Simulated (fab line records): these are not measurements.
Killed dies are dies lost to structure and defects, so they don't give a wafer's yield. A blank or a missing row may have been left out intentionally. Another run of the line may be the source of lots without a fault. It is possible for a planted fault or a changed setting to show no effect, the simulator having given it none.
Split-lot study	flow n5Finfet	on a route of 1938 steps: 7 lots, 21 wafers read

== THE SPLIT ==
At N5_BEOL_M2_ETCH_64 (etches SOC in N2/H2, target depth 75 nm, overetch 22.5 nm, time 121.9 s), the setting sourceW was moved away from the recipe's 840 W on 7 of the 21 wafers read, by -13.3% to +15.7%. All remaining wafers had this setting at the recipe value.

The reading comes from the split's own step.

== THE READING ==
rfVppV, in V, at N5_BEOL_M2_ETCH_64 (etches SOC in N2/H2, target depth 75 nm, overetch 22.5 nm, time 121.9 s). A value of 523.4 V with a standard deviation of 2.2 V is what fault-free wafers of this fab line usually give.

wafer	tool, chamber at the split	sourceW as run, W	against the recipe	rfVppV, V	against lot-mates on the recipe
L076.1	rieDiel-02, 1	937.7	+11.6%	503.6	-19.4
L076.5	rieDiel-02, 2	840	recipe	522.0	-
L076.6	rieDiel-02, 1	840	recipe	524.1	-
L080.4	rieDiel-06, 3	728	-13.3%	545.5	+20.0
L080.5	rieDiel-06, 2	840	recipe	523.5	-
L080.6	rieDiel-06, 0	840	recipe	527.5	-
L082.3	rieDiel-02, 0	972.3	+15.7%	501.6	-25.6
L082.4	rieDiel-02, 2	972.3	+15.7%	497.9	-29.3
L082.6	rieDiel-02, 0	840	recipe	527.2	-
L083.3	rieDiel-02, 1	903.8	+7.6%	508.7	-15.8
L083.4	rieDiel-02, 2	840	recipe	522.0	-
L083.5	rieDiel-02, 3	840	recipe	526.9	-
L084.1	rieDiel-01, 2	840	recipe	521.5	-
L084.3	rieDiel-01, 3	840	recipe	522.5	-
L084.6	rieDiel-01, 0	884.1	+5.2%	513.2	-8.8
L085.1	rieDiel-01, 1	840	recipe	523.6	-
L085.3	rieDiel-01, 0	840	recipe	522.7	-
L085.6	rieDiel-01, 3	840	recipe	521.6	-
L096.3	rieDiel-06, 2	840	recipe	521.6	-
L096.5	rieDiel-06, 3	892.9	+6.3%	515.0	-9.4
L096.6	rieDiel-06, 0	840	recipe	527.2	-

THE FIT
A straight line over all 21 wafers: rfVppV changes by -1.61 V for each +1% of sourceW; r = -0.98; the points scatter about the line by 2.3 V.
The same after taking each lot's own level away (the mean of its wafers on the recipe; 21 wafers): -1.68 V for each +1%; r = -0.99; scatter 1.8 V.
According to that fit, moving sourceW by its largest amount changes the reading by 26 V.
The span of the lots' own levels, 522.00 to 527.20 V, comes to 2.4 times the standard deviation stated above.
The two slopes agree, so the slope changes little with the lot-to-lot level.
Check: for one of the wafers moved furthest among these (+15.7%), held out of the fit, the line's prediction against its lot-mates is -27.1 V. It came out at -25.6 V against them.
Tool readings at the split's step, against how far the setting was moved: rfVppV r = -0.98.

== OTHER SPLITS ON THESE WAFERS ==
Other splits were also applied to these wafers ahead of the reading. Each is held against what the fit with the lots' levels taken away leaves over:
other split on the same wafers	wafers away from the commonest value	r with rfVppV (lot level and that fit taken away)
N5_BEOL_M0_SAQP_COAT_105 spinRpm	9	-0.16
N5_BEOL_M0_SAQP_SPACER2_ALD_26 targetThkA	5	-0.05
N5_BEOL_M0_SAQP_ETCH_73 cf4FlowSccm	10	-0.20
N5_BEOL_M1_COAT_61 spinRpm	6	+0.11
N5_BEOL_M1_DEP_57 timeS	5	-0.10

== THE WHOLE CHAIN: every reading that the file lists as answering this split, in the file's order ==
step	what it does	reading	change (the file's fit)	r (the file's)
N5_BEOL_M2_ETCH_64	etches SOC in N2/H2, target depth 75 nm, overetch 22.5 nm, time 121.9 s	rfVppV	-1.68 V for each +1% of the setting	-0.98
N5_BEOL_M2_ETCH_64	etches SOC in N2/H2, target depth 75 nm, overetch 22.5 nm, time 121.9 s	SiARC_of_BEOL_M2_COAT_62.thkNm (the simulator's own value, which no gauge read)	-0.0318 nm for each +1% of the setting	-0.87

== THE FILE'S OWN FIT ==
rfVppV changes by -1.68 V for each +1% of sourceW, r = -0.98.
